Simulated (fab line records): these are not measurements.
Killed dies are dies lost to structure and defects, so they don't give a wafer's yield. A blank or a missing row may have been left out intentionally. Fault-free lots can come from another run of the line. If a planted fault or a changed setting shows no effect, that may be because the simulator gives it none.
Struck lot and sound lot, side by side ; flow nand-harc ; 15 out of 1302 route steps
Sound: the wafers L132.1, L132.4, L132.5. Struck: wafers L122.3, L122.4. (L122.6 of the same lot was not struck and is left out.) The cause comes at the end.
Per side, at each step with rows, come the tool, then ch with its chambers, and then its first start. Under that, the readings that differ: sound wafers ; struck wafers ; difference of the means ; sigmas: that difference in standard deviations of wafers without a fault.
alike: readings with means less than 2 such deviations apart, plus words and numbers identical on both sides. not compared: withheld readings, readings lacking a value on some wafer, bounds such as >300 that could conceal the same value, and numbers that have no deviation in the record and whose values overlap.
A row with sigmas, a row that says differs or no value, or rows on one side alone: a step with any of these is where the two part. When numbers do not overlap yet have no deviation, they are printed without sigmas and do not part them. A reading missing from all wafers of one side parts the sides only when that side holds two or more wafers.

first, 4 steps without rows for these wafers: NHARC_A_DECK1_JOINT_CURE_26 (time 32 s); NHARC_A_DECK1_JOINT_ANNEAL_27 (time 3600 s); NHARC_A_DECK1_JOINT_ANNEAL_28 (time 1800 s); NHARC_A_DECK1_JOINT_ANNEAL_29 (time 1800 s).
NHARC_A_DECK1_JOINT_CMP_02: polishes SiOx.
  sound on cmp-04 ch 1,3, day 17 17:10; struck on cmp-04 ch 1,2, day 13 00:37
  alike: motor-current-A
next, for these wafers, 1 step has no rows: NHARC_A_DECK1_JOINT_SRD_15.
NHARC_A_DECK1_JOINT_DEP_16: deposits SiO2, target thk 45 nm.
  sound on pecvd-03 ch 0,1, day 17 17:34; struck on pecvd-03 ch 2, day 13 01:00
reading;sound;struck;difference;sigmas
heater-power-outer-w (W);363 329 372;196 205;-154;-2
throttle-valve-pct (%);16.4 15.3 16.2;14.6 14.6;-1.4;-3
  alike: heater-power-w, rf-fwd-power-W
NHARC_A_DECK1_JOINT_THK_MEAS_17: measures by ellipsometry.
  sound on film-metro-02 at day 17 17:49; struck on film-metro-02 at day 13 01:14
  alike: thk-nm
NHARC_A_DECK1_JOINT_INSPECT_05:
  sound on defect-inspect-01 at day 17 17:51; struck on defect-inspect-01 at day 13 01:16
  alike: raw-defect-count
then, no rows for these wafers at 1 step: NHARC_A_ONON_D2_DEP_00 (target thk 1000 nm).
NHARC_A_ONON_D2_THK_MEAS_02: measures by ellipsometry.
  sound on film-metro-01 at day 17 18:26; struck on film-metro-01 at day 13 01:50
  alike: thk-nm
NHARC_A_ONON_D2_DEP_03: target thk 1000 nm.
  sound on pecvd-onon-01 ch 0, day 17 18:29; struck on pecvd-onon-04 ch 0, day 13 02:01
NHARC_A_ONON_D2_THK_MEAS_05: measures by ellipsometry.
  sound on film-metro-01 at day 17 18:59; struck on film-metro-01 at day 13 02:25
reading;sound;struck;difference;sigmas
thk-nm (nm);1014 1013 1015;1744 1744;+730;+66
then, no rows for these wafers at 1 step: NHARC_A_ONON_D2_DEP_06 (target thk 1000 nm).
-- the record jumps here: 12 days lie between the struck wafers' starts before and after (it left off in module A_ONON_D2 and takes up again in module END, whose first step shown is number 1302 of the route) --
NHARC_END_SORT_01:
  here the record holds rows for the struck wafers (prober-02 ch 0, day 25 10:16) but none for the sound ones

WHERE THEY PART
First at NHARC_A_DECK1_JOINT_DEP_16; last, within this record, at NHARC_END_SORT_01.

WHY: what the simulator had put in
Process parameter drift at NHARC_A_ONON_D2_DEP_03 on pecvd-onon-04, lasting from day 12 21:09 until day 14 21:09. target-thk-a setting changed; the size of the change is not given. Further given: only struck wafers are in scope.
